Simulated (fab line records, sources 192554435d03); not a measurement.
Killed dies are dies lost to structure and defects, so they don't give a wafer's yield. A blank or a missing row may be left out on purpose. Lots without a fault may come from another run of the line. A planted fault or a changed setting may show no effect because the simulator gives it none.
fab line records | flow n5_finfet
record lots=7 wafers=39
route steps=1938 shown WELL_APT@33 FIN_SAQP@125 FIN_CUT@169 HKMG_FIN@427 MOL_CONTACT_COAG@629
start_h: hours from the record's first day to the start of the lot's first wafer shown | wait_h: hours since the lot's step before | " the same as in the row above | L1.1+2: a row that stands for several wafers | - no value, or no start given | * or withheld: withheld | < > ~ a bound
route shown NAME@n: a module of which the file shows steps, and the number in the route of the first | usual: mean/standard deviation of fault-free wafers | same: alike in all rows | chamber/n: place in a boat | sites: the reading at each site | _std_site: their standard deviation | _edge_site: outer sites' mean less inner sites' | radius_mm: how far each site lies from the wafer's centre | mask NAME#n: copy n | behind: the tool/chamber that last shaped the wafer | hold: why the lot was held/for how many hours/how that ended | device: the transistor (n, p or np) that didn't switch | end of line: the same wafers' tests at the end of the route | a step without rows: its recipe alone | killed: dies lost to structure and defects at the first sort, not the wafer's yield | map: a wafer's dies, x killed, . not, _ none there
set.NAME: the setting as run; set.NAME@STEP: as run at that earlier step | model.NAME: the simulator's own value behind a step, which no gauge read
lots whose settings were changed on purpose; a table a step, a row a wafer
## steps
# step N5_WELL_APT_IMPLANT_15
# recipe species=As energy_kev=25 dose_cm2=1.5e+13 tilt_deg=0 rotation_deg=0
# columns lot.wafer tool chamber start_h wait_h set.energy_kev model.implant.rp_nm model.implant.drp_nm
L077.1+2+3+4+5+6 implanter-01 0 32.58 0.1 25 17.89 8.457
L079.1+4+5 implanter-01 0 43.92 0.1 28.78 20.73 9.355
L079.2+3+6 " 0 " " 25 18.65 8.457
L082.1+4+6 implanter-01 0 62.36 0.1 21.47 16.19 7.599
L082.2+3+5 " 0 " " 25 18.12 8.457
L084.1+3+4 implanter-01 0 74.85 0.1 25 18.65 8.457
L090.1+3+5 implanter-02 0 110.28 0.1 21.82 16.59 7.685
L090.2+4+6 " 0 " " 25 18.35 8.457
L094.1+3+5 implanter-01 0 134.17 0.1 25 18.84 8.457
L094.2+4+6 " 0 " " 23.11 17.77 8.001
L097.1+4+5 implanter-01 0 152.07 0.1 21.2 16.58 7.532
L097.2+3+6 " 0 " " 25 18.73 8.457
# step N5_FIN_SAQP_SPACER1_ALD_24
# recipe material=SiO2 target_thk_a=203 temp_c=300 ald_precursor_family=BDEAS ald_co_reactant=O2-plasma pulse_time_s=1 purge_time_s=2 co_reactant_purge_time_s=2 ald_cycles=218 pressure_torr=2
# columns lot.wafer tool chamber start_h wait_h set.temp_c
L077.1+5+6 ald_sin-04 3,2,1 41.33 0.3 312.4
L077.2+3+4 " 1,0,2 " " 300
L079.1+2+4 ald_sin-01 2,0,1 52.49 0.3 289.5
L079.3+5+6 " 3,0,1 " " 300
L082.1+2+5 ald_sin-02 0,2,2 72.93 0.6 300
L082.3+4+6 " 3,1,3 " " 307.7
L084.1+3+4 ald_sin-01 3,0,2 84.79 0.3 300
L090.1+3+6 ald_sin-04 0,3,3 126.86 0.5 306
L090.2+4+5 " 2,2,0 " " 300
L094.1+2+6 ald_sin-04 2,0,1 145.49 0.3 295.2
L094.3+4+5 " 3,1,2 " " 300
L097.1+2+3 ald_sin-02 1,2,0 161.81 0.3 307.4
L097.4+5+6 " 2,0,1 " " 300
# step N5_FIN_SAQP_SPACER1_ETCHBACK_25
# recipe chemistry=CHF3/O2 mode=anisotropic_etchback target=SiO2 target_depth_a=244 time_s=12.2 pressure_mtorr=30 source_w=650 bias_w=170 Ar_flow_sccm=200 CHF3_flow_sccm=50 O2_flow_sccm=5 ion_energy_ev=200
# step N5_FIN_SAQP_MANDREL1_REMOVE_56
# recipe chemistry=HBr/Cl2/O2 bt_time_s=10 target=a-Si stop_on=SiNx endpoint=OES-SiCl over_etch_frac=1 icp_w=600 bias_w=22 HBr_flow_sccm=150 Cl2_flow_sccm=80 O2_flow_sccm=5 pressure_mtorr=10
# columns lot.wafer tool chamber start_h wait_h set.temp_c@FIN_SAQP_SPACER1_ALD_24 model.FIN_SAQP.cd_nm
L077.1+5+6 rie_si-03 2,1,2 42.14 0.1 312.4 20
L077.2+3+4 " 1,3,0 " " 300 20.4
L079.1+2+4 rie_si-06 3,2,1 53.30 0.1 289.5 21
L079.3 " 0 " " 300 20.2
L079.5+6 " 1,2 " " 300 20.4
L082.1+2 rie_si-03 1,2 73.90 0.1 300 20.2
L082.3+4+6 " 3,0,2 " " 307.7 20
L082.5 " 1 " " 300 20.4
L084.1+3+4 rie_si-02 3,2,1 85.65 0.1 300 20.4
L090.1 rie_si-02 2 127.85 0.1 306 20.4
L090.2+4+5 " 3,1,3 " " 300 20.4
L090.3+6 " 0 " " 306 20.2
L094.1+2+6 rie_si-03 2,1,2 146.34 0.1 295.2 20.6
L094.3+4 " 3,0 " " 300 20.4
L094.5 " 3 " " 300 20.2
L097.1 rie_si-03 2 162.68 0.1 307.4 20
L097.2+3 " 0,3 " " 307.4 20.2
L097.4+5+6 " 1,0,3 " " 300 20.4
# step N5_FIN_CUT_ETCH_21
# recipe chemistry=N2/H2 target=SOC target_depth_a=2190 overetch_a=438 mask_material=SiARC temp_c=40 ion_energy_ev=100 bias_w=61 time_s=523.5 pressure_mtorr=30 source_w=850 n2_flow_sccm=200 h2_flow_sccm=200
# usual rf_vpp_V=240.6/1.4
# columns lot.wafer tool chamber start_h wait_h set.bias_w rf_vpp_V model.SiARC_of_FIN_CUT_COAT_19.thk_nm
L077.1 rie_diel-06 0 45.28 0.0 54.94 225.7 12.6
L077.2 " 2 " " 61 241.2 12.2
L077.3 " 3 " " 54.94 224.8 12.4
L077.4 " 1 " " 61 238.8 12.2
L077.5 " 1 " " 54.94 223.7 12.6
L077.6 " 0 " " 61 241.7 11.8
L079.1 rie_diel-06 1 57.09 0.0 64.54 248.5 11.8
L079.2 " 3 " " 61 241.2 12
L079.3 " 2 " " 61 240.0 12
L079.4 " 0 " " 61 241.5 11.8
L079.5 " 1 " " 64.54 249.3 11.8
L079.6 " 2 " " 64.54 250.2 11.6
L082.1 rie_diel-02 2 77.21 0.0 61 240.4 12.2
L082.2 " 0 " " 61 238.9 12
L082.3 " 1 " " 61 240.7 12.2
L082.4 " 3 " " 61 240.9 12.2
L082.5 " 2 " " 61 239.0 12.2
L082.6 " 3 " " 61 242.9 12.2
L084.1 rie_diel-02 1 90.40 0.0 61 242.4 12.2
L084.3 " 3 " " 61 241.8 12
L084.4 " 1 " " 61 242.4 12
L090.1 rie_diel-05 2 131.06 0.0 61 240.1 11.8
L090.2 " 3 " " 64.8 248.7 11.6
L090.3 " 0 " " 64.8 249.0 11.6
L090.4 " 1 " " 61 242.6 11.8
L090.5 " 0 " " 61 240.6 11.8
L090.6 " 1 " " 64.8 251.6 11.6
L094.1 rie_diel-05 2 149.30 0.0 61 240.8 12
L094.2 " 3 " " 70.55 264.2 11.2
L094.3 " 0 " " 61 239.3 12
L094.4 " 1 " " 70.55 265.6 11.2
L094.5 " 3 " " 70.55 261.6 11.2
L094.6 " 2 " " 61 240.5 11.8
L097.1 rie_diel-05 1 165.56 0.0 61 243.2 11.8
L097.2 " 3 " " 53.64 219.7 12.6
L097.3 " 2 " " 61 239.5 11.8
L097.4 " 3 " " 53.64 220.1 12.6
L097.5 " 1 " " 53.64 225.0 12.4
L097.6 " 2 " " 61 241.0 11.6
# step N5_HKMG_FIN_EXPOSE_09
# recipe mask_id=NWFM na=1.35 source_shape=conventional sigma_outer=0.8 polarization=unpolarized dose_mj=39.25
# columns lot.wafer tool chamber start_h wait_h mask set.dose_mj
L077.1+2+5 arfi_scanner-03 0 93.37 - NWFM#0 39.25
L077.3+4+6 " 0 " " NWFM#0 37.3
L079.1+4+6 arfi_scanner-03 0 106.38 - NWFM#0 40.72
L079.2+3+5 " 0 " " NWFM#0 39.25
L082.1+5+6 arfi_scanner-02 0 134.46 - NWFM#0 39.25
L082.2+3+4 " 0 " " NWFM#0 40.3
L084.1+3+4 arfi_scanner-01 0 137.38 - NWFM#0 39.25
L090.1+2+3 arfi_scanner-01 0 180.75 - NWFM#0 39.25
L090.4+5+6 " 0 " " NWFM#0 36.83
L094.1+5+6 arfi_scanner-01 0 200.82 - NWFM#0 36.89
L094.2+3+4 " 0 " " NWFM#0 39.25
L097.1+2+4 arfi_scanner-02 0 218.25 - NWFM#0 41.65
L097.3+5+6 " 0 " " NWFM#0 39.25
# step N5_HKMG_FIN_PEB_10
# recipe peb_temp_c=withheld peb_time_s=60 resist=CAR-ArF
# step N5_HKMG_FIN_DEVELOP_11
# recipe develop_time_s=30 developer=TMAH resist=CAR-ArF dev_temp_c=23 rinse_liquid=diw dry=air_spin
# step N5_HKMG_FIN_CD_MEAS_12
# recipe target_cd_nm=92.8 landing_energy_ev=500 detector=se_inlens
# usual cd_nm=92.7/0.52
# columns lot.wafer tool chamber start_h wait_h set.dose_mj@HKMG_FIN_EXPOSE_09 cd_nm
L077.1 cd_sem-02 0 93.49 - 39.25 92.6
L077.2 " 0 " " 39.25 92.4
L077.3 " 0 " " 37.3 89.1
L077.4 " 0 " " 37.3 89.6
L077.5 " 0 " " 39.25 92.3
L077.6 " 0 " " 37.3 89.3
L079.1 cd_sem-02 0 106.51 - 40.72 94.7
L079.2 " 0 " " 39.25 91.9
L079.3 " 0 " " 39.25 92.1
L079.4 " 0 " " 40.72 94.5
L079.5 " 0 " " 39.25 92.5
L079.6 " 0 " " 40.72 95.2
L082.1 cd_sem-02 0 134.59 - 39.25 93.8
L082.2 " 0 " " 40.3 94.6
L082.3 " 0 " " 40.3 94.7
L082.4 " 0 " " 40.3 94.4
L082.5 " 0 " " 39.25 92.9
L082.6 " 0 " " 39.25 93.1
L084.1 cd_sem-02 0 137.50 - 39.25 92.9
L084.3 " 0 " " 39.25 93.7
L084.4 " 0 " " 39.25 93.4
L090.1 cd_sem-01 0 180.87 - 39.25 91.9
L090.2 " 0 " " 39.25 92.6
L090.3 " 0 " " 39.25 92.1
L090.4 " 0 " " 36.83 88.0
L090.5 " 0 " " 36.83 88.2
L090.6 " 0 " " 36.83 87.3
L094.1 cd_sem-03 0 200.95 - 36.89 89.6
L094.2 " 0 " " 39.25 93.3
L094.3 " 0 " " 39.25 93.2
L094.4 " 0 " " 39.25 93.4
L094.5 " 0 " " 36.89 89.3
L094.6 " 0 " " 36.89 89.7
L097.1 cd_sem-03 0 218.38 - 41.65 96.7
L097.2 " 0 " " 41.65 97.5
L097.3 " 0 " " 39.25 92.0
L097.4 " 0 " " 41.65 97.4
L097.5 " 0 " " 39.25 93.1
L097.6 " 0 " " 39.25 93.8
# step N5_MOL_CONTACT_COAG_ANNEAL_112
# recipe temp_c=400 time_s=1800 ambient=HPD2 pressure_atm=10
# usual wafer_temp_C_max=402.0/0.39
# columns lot.wafer tool chamber start_h wait_h set.temp_c wafer_temp_C_max
L077.1 hp_anneal-01 0 120.71 2.5 410.4 411.9
L077.2 " 0 " " 410.4 412.0
L077.3 " 0 " " 410.4 412.3
L077.4 " 0 " " 410.4 412.1
L077.5 " 0 " " 410.4 412.2
L077.6 " 0 " " 410.4 412.6
L079.1 hp_anneal-01 0 132.48 0.0 400 402.4
L079.2 " 0 " " 400 401.7
L079.3 " 0 " " 400 402.3
L079.4 " 0 " " 400 401.5
L079.5 " 0 " " 400 402.0
L079.6 " 0 " " 400 402.1
L082.1 hp_anneal-01 0 160.69 0.0 388.9 390.6
L082.2 " 0 " " 388.9 390.6
L082.3 " 0 " " 388.9 390.5
L082.4 " 0 " " 388.9 391.2
L082.5 " 0 " " 388.9 391.0
L082.6 " 0 " " 388.9 390.7
L084.1 hp_anneal-01 0 163.69 0.0 400 401.8
L084.3 " 0 " " 400 401.3
L084.4 " 0 " " 400 401.6
L090.1 hp_anneal-01 0 211.56 0.0 403.8 405.7
L090.2 " 0 " " 403.8 406.2
L090.3 " 0 " " 403.8 406.2
L090.4 " 0 " " 403.8 406.2
L090.5 " 0 " " 403.8 405.5
L090.6 " 0 " " 403.8 405.8
L094.1 hp_anneal-01 0 229.45 0.8 388.7 390.3
L094.2 " 0 " " 388.7 390.3
L094.3 " 0 " " 388.7 391.0
L094.4 " 0 " " 388.7 390.4
L094.5 " 0 " " 388.7 390.3
L094.6 " 0 " " 388.7 390.3
L097.1 hp_anneal-01 0 244.58 0.0 393.9 397.1
L097.2 " 0 " " 393.9 395.2
L097.3 " 0 " " 393.9 395.7
L097.4 " 0 " " 393.9 395.6
L097.5 " 0 " " 393.9 396.1
L097.6 " 0 " " 393.9 396.2
## key
split step=N5_WELL_APT_IMPLANT_15 setting=energy_kev stated=25 by=wafer
response step=N5_WELL_APT_IMPLANT_15 reading=model.implant.rp_nm change=+0.139 per=1% r=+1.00
response step=N5_WELL_APT_IMPLANT_15 reading=model.implant.drp_nm change=+0.0604 per=1% r=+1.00
split step=N5_FIN_SAQP_SPACER1_ALD_24 setting=temp_c stated=300 by=wafer
response step=N5_FIN_SAQP_MANDREL1_REMOVE_56 reading=model.FIN_SAQP.cd_nm change=-0.124 per=1% r=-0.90
split step=N5_FIN_CUT_ETCH_21 setting=bias_w stated=61 by=wafer
response step=N5_FIN_CUT_ETCH_21 reading=rf_vpp_V change=+1.54 per=1% r=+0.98
response step=N5_FIN_CUT_ETCH_21 reading=model.SiARC_of_FIN_CUT_COAT_19.thk_nm change=-0.0501 per=1% r=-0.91
split step=N5_HKMG_FIN_EXPOSE_09 setting=dose_mj stated=39.25 by=wafer
response step=N5_HKMG_FIN_CD_MEAS_12 reading=cd_nm change=+0.66 per=1% r=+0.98
split step=N5_MOL_CONTACT_COAG_ANNEAL_112 setting=temp_c stated=400 by=lot
response step=N5_MOL_CONTACT_COAG_ANNEAL_112 reading=wafer_temp_C_max change=* per=1% r=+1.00
